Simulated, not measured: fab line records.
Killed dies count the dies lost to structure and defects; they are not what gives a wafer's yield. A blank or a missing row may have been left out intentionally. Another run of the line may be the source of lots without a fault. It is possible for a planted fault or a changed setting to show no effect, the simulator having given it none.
Problem report in the 8D (eight disciplines) form, filled by code + flow n5_finfet + the parts of the form that need people (team, actions taken, sign-off) are left out

## 1. THE PROBLEM
spin_speed_rpm at N5_ZERO_LAYER_COAT_05 reads a mean of 1554.8 rpm on 9 wafers of 3 lots; wafers without a fault read 1500.0 rpm with a standard deviation of 0.97. That is +56 standard deviations from the usual mean.
The step: resist thk 1000 nm.
First observed at day 4 00:29: wafer L377.1, on litho_track-02. At this step, 28 wafers from 10 lots have a number in the record. The rule behind "out" and "out of limits": a value lying over 4 standard deviations away from the usual mean. The other wafers with a number count as sound.

## 2. WHAT IT IS, AND WHAT IT ISN'T
| question                    | is                     | is not                                                                          |
|-----------------------------|------------------------|---------------------------------------------------------------------------------|
| which readings at this step | spin_speed_rpm         | dispense_pressure_kPa, exhaust_pa                                               |
| which lots                  | L377, L379, L381       | L367, L371, L375, L376, L385, L387, L390                                        |
| which wafers of those lots  | all that have a number | -                                                                               |
| read on which tools         | litho_track-02         | litho_track-03, litho_track-04                                                  |
| when                        | from day 4 00:29       | up to then (10 sound wafers); but 9 sound wafers of L385, L387, L390 came after |

## 3. SUSPECTS, AND WHAT RULES EACH OUT
Counting: a tool at any process step up to the reading remains a suspect when it ran all the lots that are out and ran no sound lot after the first of those.
- litho_track-02 at N5_ZERO_LAYER_COAT_05 (resist thk 1000 nm): kept. Every lot that is out went through it, starting with L377 (day 4 00:29), and after that it ran no sound lot; the last sound lot it ran before then is L376 (day 3 18:22). Its own spin_speed_rpm readings are out on those wafers.
Left after counting: litho_track-02 at N5_ZERO_LAYER_COAT_05.

## 4. THE CAUSE (what the simulator had put in)
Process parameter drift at N5_ZERO_LAYER_COAT_05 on litho_track-02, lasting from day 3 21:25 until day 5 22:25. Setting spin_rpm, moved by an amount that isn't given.
Only this tool survived the counting.

## 5. THE CHAIN OF EFFECTS, in route order
Rows list readings where the struck wafers' mean (over those with a number) sits beyond 3 standard deviations from the usual. Readings are gone through only where the record gives a usual standard deviation; hours: the median, over the lots, of the time from a lot's start at the first step in this table giving one to that lot's start at this step; sigmas: the change measured in usual standard deviations.
| hours | step                   | reading                  | usual      | on struck wafers | change | sigmas |
|-------|------------------------|--------------------------|------------|------------------|--------|--------|
| 0     | N5_ZERO_LAYER_COAT_05  | spin_speed_rpm           | 1500.0 rpm | 1554.8           | +54.8  | +56    |
| 1     | N5_ZERO_LAYER_STRIP_24 | strip_time_to_endpoint_s | 43.85 s    | 43.29            | -0.56  | -7.3   |
Here are the process steps it includes:
- N5_ZERO_LAYER_COAT_05: resist thk 1000 nm.
- N5_ZERO_LAYER_STRIP_24: strips in O2.
Later steps that measure or inspect, where all struck wafers having a row at the step show a number for every such reading and not one has moved that far: N5_PMOS_HMC_CHANNEL_EPI_CD_MEAS_09, N5_BEOL_M4_RC_MEAS_101.

## 6. HOW IT WOULD HAVE BEEN CAUGHT EARLIER
In this record the first reading out of limits was taken at day 4 00:29, 3 hours after the fault began at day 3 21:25.
